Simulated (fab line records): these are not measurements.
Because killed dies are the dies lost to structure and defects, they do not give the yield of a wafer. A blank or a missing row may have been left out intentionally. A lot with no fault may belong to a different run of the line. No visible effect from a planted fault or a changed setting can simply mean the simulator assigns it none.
What tool caused it?	flow nand_harc	Sampling: 14 lots, 42 wafers, 5 of 1302 route steps

## WHAT EACH GAUGE READ, for each wafer
NHARC_A_CHANNEL_FILL_D1_INSPECT_13. Usual: raw_defect_count 318, standard deviation 120.
lot	measured	on	raw_defect_count	flag
L375	day 10 14:35	defect_inspect-02	271 367 257	
L379	day 12 08:07	defect_inspect-02	486 498 466	
L380	day 13 04:00	defect_inspect-01	178 204 112	
L387	day 15 17:56	defect_inspect-01	247 345 446	
L388	day 16 04:47	defect_inspect-01	237 180 252	
L390	day 17 00:43	defect_inspect-02	556 233 264	
L389	day 17 00:49	defect_inspect-02	380 395 358	
L391	day 17 21:10	defect_inspect-01	436 379 321	
L392	day 18 00:49	defect_inspect-01	315 202 303	
L393	day 18 20:07	defect_inspect-02	506 244 277	
L395	day 19 07:42	defect_inspect-01	317 409 479	
L396	day 19 17:20	defect_inspect-02	590 370 235	
L397	day 20 10:23	defect_inspect-02	343 377 373	
L398	day 20 14:53	defect_inspect-01	260 636 349	

NHARC_A_ONON_D2_THK_MEAS_02: measures by ellipsometry. Usual: thk_nm 999 nm, standard deviation 9.3.
lot	measured	on	thk_nm (nm)	flag
L375	day 12 06:50	film_metro-02	990 989 990	
L379	day 13 21:17	film_metro-01	998 998 1000	
L380	day 14 14:11	film_metro-02	1003 1002 1003	
L387	day 17 04:02	film_metro-01	992 990 989	
L388	day 17 13:58	film_metro-01	1009 1008 1009	
L390	day 18 13:09	film_metro-01	997 996 997	
L389	day 18 12:59	film_metro-02	997 997 999	
L391	day 19 09:55	film_metro-02	994 995 996	
L392	day 19 09:46	film_metro-01	993 994 991	
L393	day 20 05:03	film_metro-01	992 991 989	
L395	day 20 20:44	film_metro-01	1004 1003 1004	
L396	day 21 05:06	film_metro-02	1010 1008 1007	
L397	day 21 19:53	film_metro-01	1002 1001 1001	
L398	day 21 22:37	film_metro-02	1010 1010 1009	

NHARC_A_ONON_D2_THK_MEAS_05: measures by ellipsometry. Usual: thk_nm 996 nm, standard deviation 8.7.
lot	measured	on	thk_nm (nm)	flag
L375	day 12 07:24	film_metro-02	998 999 997	
L379	day 13 21:51	film_metro-01	1404 1404 1405	OFF
L380	day 14 14:46	film_metro-01	1408 1409 1408	OFF
L387	day 17 04:53	film_metro-02	1001 1001 1001	
L388	day 17 14:32	film_metro-02	997 997 996	
L390	day 18 13:43	film_metro-02	991 990 990	
L389	day 18 13:32	film_metro-02	1001 1003 1003	
L391	day 19 10:29	film_metro-01	996 995 999	
L392	day 19 10:20	film_metro-01	989 986 986	
L393	day 20 05:37	film_metro-02	1001 1001 1003	
L395	day 20 21:18	film_metro-02	979 978 979	
L396	day 21 05:40	film_metro-02	992 992 992	
L397	day 21 20:28	film_metro-01	991 991 991	
L398	day 21 23:11	film_metro-01	985 986 986	

NHARC_END_SORT_01. Usual: killed_at_array 49, standard deviation 18; killed_at_other 0.7, standard deviation 1.1; killed_at_periphery 4.0, standard deviation 2.6; killed_dies 54, standard deviation 19; killed_open 3.4, standard deviation 1.7; killed_short 2.5, standard deviation 1.7.
lot	measured	on	killed_at_array	killed_at_other	killed_at_periphery	killed_dies	killed_open	killed_short	flag
L379	day 25 14:19	prober-02	675 672 675	0 2 0	2 3 2	677 677 677	3 3 2	3 3 2	OFF
L380	day 26 03:28	prober-01	675 674 675	0 1 2	2 2 0	677 677 677	2 1 0	0 2 0	OFF
L387	day 29 07:04	prober-02	39 25 31	0 0 0	4 4 7	43 29 38	4 4 3	6 1 5	
L390	day 29 22:02	prober-02	50 50 57	1 0 0	0 5 7	51 55 64	5 3 4	1 2 1	
L391	day 31 15:04	prober-02	24 19 29	2 0 0	2 3 5	28 22 34	5 3 4	2 1 2	
L392	day 31 15:49	prober-01	75 93 74	0 1 1	5 6 2	80 100 77	5 6 2	5 3 4	
L393	day 32 08:43	prober-01	63 76 78	0 0 0	2 7 4	65 83 82	2 2 4	1 1 0	

## WHICH TOOL RAN EACH LOT (tool, then ch and the chambers of the sampled wafers, then the start)
lot	NHARC_A_ONON_D2_DEP_03
L375	pecvd_onon-04 ch 0, day 12 07:00
L379	pecvd_onon-04 ch 0, day 13 21:20
L380	pecvd_onon-04 ch 0, day 14 14:18
L387	pecvd_onon-01 ch 0, day 17 04:23
L388	pecvd_onon-02 ch 0, day 17 14:05
L390	pecvd_onon-02 ch 0, day 18 13:19
L389	pecvd_onon-01 ch 0, day 18 13:05
L391	pecvd_onon-02 ch 0, day 19 09:58
L392	pecvd_onon-04 ch 0, day 19 09:53
L393	pecvd_onon-04 ch 0, day 20 05:10
L395	pecvd_onon-01 ch 0, day 20 20:51
L396	pecvd_onon-01 ch 0, day 21 05:16
L397	pecvd_onon-02 ch 0, day 21 20:07
L398	pecvd_onon-02 ch 0, day 21 22:47
- NHARC_A_ONON_D2_DEP_03: target thk 1000 nm.

## AS READ BY THE TOOLS THEMSELVES (means over the sampled wafers that have a number; for cases with no such wafer, the mark the record gives instead)
NHARC_A_ONON_D2_DEP_03. Usual: susceptor_temp_C 400.05 C, standard deviation 0.19.
lot	tool	susceptor_temp_C (C)	flag
L375	pecvd_onon-04	399.87	
L379	pecvd_onon-04	400.27	
L380	pecvd_onon-04	399.83	
L387	pecvd_onon-01	400.01	
L388	pecvd_onon-02	400.05	
L390	pecvd_onon-02	400.14	
L389	pecvd_onon-01	399.94	
L391	pecvd_onon-02	399.85	
L392	pecvd_onon-04	399.94	
L393	pecvd_onon-04	400.07	
L395	pecvd_onon-01	399.88	
L396	pecvd_onon-01	400.06	
L397	pecvd_onon-02	400.15	
L398	pecvd_onon-02	399.95	

## THE ANSWER, worked out from the rows above alone
Rule: a lot counts as off when the mean over its wafers that have a number is more than 3 standard deviations away from the usual mean. Also off: a lot with no number at a reading for which 4 or more lots have one. All remaining lots with rows at the step are treated as sound. Order of review: gauges by route order, followed by the tools' own readings, for which a lot's mean as printed above is used. The first step at which some lot is off is used, and at that step the reading that is off furthest; a lot without a number counts as furthest.
Off, at NHARC_A_ONON_D2_THK_MEAS_05 on thk_nm: L379, L380.
If a tool, at a process step before that reading, ran all the lots that are off and no sound lot after the first of them, it fits. The gauges at NHARC_A_ONON_D2_THK_MEAS_05 aren't tried: what is off there is off at NHARC_END_SORT_01 too, on other tools, and a gauge's error can't cause that. None of those tried fits.

## WHAT HAD BEEN PUT IN BY THE SIMULATOR
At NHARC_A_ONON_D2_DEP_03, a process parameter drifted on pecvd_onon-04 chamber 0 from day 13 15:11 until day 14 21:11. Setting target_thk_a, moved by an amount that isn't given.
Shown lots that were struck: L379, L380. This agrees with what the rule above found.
